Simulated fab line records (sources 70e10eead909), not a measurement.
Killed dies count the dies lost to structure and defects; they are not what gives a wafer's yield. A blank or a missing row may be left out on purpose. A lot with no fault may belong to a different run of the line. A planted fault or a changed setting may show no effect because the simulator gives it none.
Problem report, 8D (eight disciplines) form, completed by code || flow nand_harc || the parts of the form that need people (team, actions taken, sign-off) are left out

1. WHAT WENT WRONG
Wafers without a fault read 103.8 s, standard deviation 0.46; run_length_s at NHARC_P_M0_ETCH_15 reads a mean of 92.3 s on 2 wafers belonging to 2 lots. Relative to the usual mean, that is a shift of -25 standard deviations.
The step: etches the open film in C4F8/Ar, target depth 150 nm, overetch 15 nm, time 82.5 s.
The first sign was on wafer L152.1 at day 10 04:22, on rie_diel-13. The record holds 42 wafers of 14 lots with a number at this step. Rule for "out", or "out of limits": more than 4 standard deviations from the usual mean. The rest of the wafers with a number are treated as sound.

2. WHAT THIS IS AND IS NOT
{"question": "which readings at this step", "is": "run_length_s", "is not": "oes_product_au, rf_vpp_V"}
{"question": "which lots", "is": "L152, L153", "is not": "L143, L144, L145, L154, L159, L160, L161, L162, L163, L164, L165, L166"}
{"question": "which wafers of those lots", "is": "L152.1, L153.3", "is not": "L152.5, L152.6, L153.1, L153.2"}
{"question": "read on which tools", "is": "rie_diel-13", "is not": "rie_diel-04, rie_diel-08"}
{"question": "when", "is": "from day 10 04:22", "is not": "up to then (11 sound wafers); but 29 sound wafers of L153, L154, L159, L160, L161, L162, L163, L164, L165, L166 came after"}

3. WHAT RULES OUT EACH SUSPECT
Counting: any tool at a process step up to the reading remains a suspect provided it ran every lot that is out. Sound lots after the first of them don't rule it out here, since some wafers of a struck lot are sound.
- rie_diel-13 at NHARC_P_M0_ETCH_15 (etches the open film in C4F8/Ar, target depth 150 nm, overetch 15 nm, time 82.5 s): kept. Ran every lot that is out, first one L152 (day 10 04:22); last sound lot up to then L145 (day 7 05:39). Its own readings are out on those wafers: run_length_s.
- Within rie_diel-13 at NHARC_P_M0_ETCH_15: the wafers that are out ran in chamber 0; their sound lot-mates ran in chambers 1, 2, 3.
Left after counting: rie_diel-13 at NHARC_P_M0_ETCH_15.

4. THE CAUSE (what the simulator had put in)
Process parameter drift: rie_diel-13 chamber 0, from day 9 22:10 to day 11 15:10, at NHARC_P_M0_ETCH_15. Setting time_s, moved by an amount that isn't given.
Counting left only this tool.

5. SEQUENCE OF EFFECTS, ordered by route
One row per reading whose mean, taken over the struck wafers that have a number, lies over 3 standard deviations from the usual. Only readings whose record carries a usual standard deviation are examined. hours: median over the lots of the time between each lot's start at the first step of this table that gives one and its start at this step. sigmas: the change, counted in usual standard deviations.
{"hours": 0, "step": "NHARC_P_M0_ETCH_15", "reading": "run_length_s", "usual": "103.8 s", "on struck wafers": 92.3, "change": -11.5, "sigmas": -25}
Process steps it contains:
- NHARC_P_M0_ETCH_15: etches the open film in C4F8/Ar, target depth 150 nm, overetch 15 nm, time 82.5 s.
Readings that are blank on the struck wafers while sound wafers have them: bias_w at NHARC_P_M0_ETCH_15.

6. HOW IT WOULD HAVE BEEN CAUGHT EARLIER
The fault began at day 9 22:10; the first out-of-limits reading in this record came at day 10 04:22, 6 hours later.
